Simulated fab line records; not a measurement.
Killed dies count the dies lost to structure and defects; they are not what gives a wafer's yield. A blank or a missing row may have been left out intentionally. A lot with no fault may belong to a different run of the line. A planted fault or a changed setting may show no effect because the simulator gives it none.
Chamber matching | flow nand_harc | 4 sister chambers for NHARC_P_CONTACT_DESCUM_17 on rie_diel-02
The step chemistry O2, time 3 s. 4 wafers are shown with their chamber, then 7 later ones without.

## WAFERS, EACH WITH ITS CHAMBER
wafer  | chamber | showerhead_plenum_p_Torr (Torr)
L082.3 | 0       | 1.96
L084.3 | 2       | 1.85
L092.1 | 3       | 1.80
L092.2 | 1       | 2.02

## WAFERS MISSING THEIR CHAMBER
wafer  | showerhead_plenum_p_Torr (Torr)
L092.3 | 1.96
L094.1 | 1.80
L094.4 | 1.84
L094.6 | 1.96
L097.1 | 1.96
L097.4 | 1.84
L097.5 | 1.80

## CHAMBER TAKEN BY EACH
wafer  | from the rows above | in truth
L092.3 | 0                   | 0
L094.1 | 3                   | 3
L094.4 | 2                   | 2
L094.6 | 0                   | 0
L097.1 | 0                   | 0
L097.4 | 2                   | 2
L097.5 | 3                   | 3
Correct placement for 7 of the 7. Left unplaced by these rows: 0. Number placed wrongly: 0.
How it was worked out, from the rows above alone: a wafer's distance from a chamber is the root of the sum, over the readings, of the square of ((its reading less the chamber's mean) divided by the reading's scatter). The wafer belongs to the nearest chamber; if the next one is less than 2 further off, it can't be placed. The mean given for a chamber averages the wafers shown for that chamber. The scatter (one wafer shown for each chamber): square how far every hidden wafer sits from the nearest shown wafer, average those squares and take the square root.
